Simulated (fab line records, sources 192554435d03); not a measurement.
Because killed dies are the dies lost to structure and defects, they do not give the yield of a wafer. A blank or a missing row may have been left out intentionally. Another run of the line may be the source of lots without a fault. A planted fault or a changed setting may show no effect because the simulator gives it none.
Chamber matching || flow n5 finfet || N5_BEOL_M2_PECVD_72 on pecvd-01 has 3 sister chambers
The step deposits SiO2 from TEOS/O2, target thk 16 nm, time 18 s. 6 wafers are shown with their chamber, then 9 later ones without.

EACH WAFER AND ITS CHAMBER
{"wafer": "L082.1", "chamber": 2, "throttle valve pct (%)": 22.6, "heater power outer w (W)": 492}
{"wafer": "L082.4", "chamber": 2, "throttle valve pct (%)": 22.7, "heater power outer w (W)": 511}
{"wafer": "L083.5", "chamber": 1, "throttle valve pct (%)": 23.9, "heater power outer w (W)": 267}
{"wafer": "L085.2", "chamber": 0, "throttle valve pct (%)": 22.1, "heater power outer w (W)": 475}
{"wafer": "L085.4", "chamber": 0, "throttle valve pct (%)": 22.2, "heater power outer w (W)": 470}
{"wafer": "L085.6", "chamber": 1, "throttle valve pct (%)": 24.0, "heater power outer w (W)": 269}

WAFERS WITH NO CHAMBER GIVEN
{"wafer": "L086.1", "throttle valve pct (%)": 22.0, "heater power outer w (W)": 409}
{"wafer": "L086.2", "throttle valve pct (%)": 23.9, "heater power outer w (W)": 289}
{"wafer": "L086.4", "throttle valve pct (%)": 22.2, "heater power outer w (W)": 403}
{"wafer": "L084.1", "throttle valve pct (%)": 24.0, "heater power outer w (W)": 351}
{"wafer": "L084.5", "throttle valve pct (%)": 22.1, "heater power outer w (W)": 492}
{"wafer": "L084.6", "throttle valve pct (%)": 24.1, "heater power outer w (W)": 347}
{"wafer": "L089.3", "throttle valve pct (%)": 21.9, "heater power outer w (W)": 423}
{"wafer": "L089.4", "throttle valve pct (%)": 23.9, "heater power outer w (W)": 315}
{"wafer": "L089.5", "throttle valve pct (%)": 24.0, "heater power outer w (W)": 319}

WHICH CHAMBER EACH WENT THROUGH
{"wafer": "L086.1", "from the rows above": 0, "in truth": 0}
{"wafer": "L086.2", "from the rows above": 1, "in truth": 1}
{"wafer": "L086.4", "from the rows above": 0, "in truth": 0}
{"wafer": "L084.1", "from the rows above": 1, "in truth": 1}
{"wafer": "L084.5", "from the rows above": 0, "in truth": 0}
{"wafer": "L084.6", "from the rows above": 1, "in truth": 1}
{"wafer": "L089.3", "from the rows above": 0, "in truth": 0}
{"wafer": "L089.4", "from the rows above": 1, "in truth": 1}
{"wafer": "L089.5", "from the rows above": 1, "in truth": 1}
Correctly placed: 9 of 9. Not placeable from these rows: 0. Placed wrongly: 0.
How it was worked out, from the rows above alone: a wafer's distance from a chamber is the root of the sum, over the readings, of the square of ((its reading less the chamber's mean) divided by the reading's scatter). If the next closest chamber is less than 2 further off than the closest, the wafer can't be placed; otherwise it belongs to the closest. For every chamber, the mean is computed from those of its wafers that are shown. The scatter: the root of (the sum of the squares of (reading less its chamber's mean) over the shown wafers, divided by (wafers less chambers)).
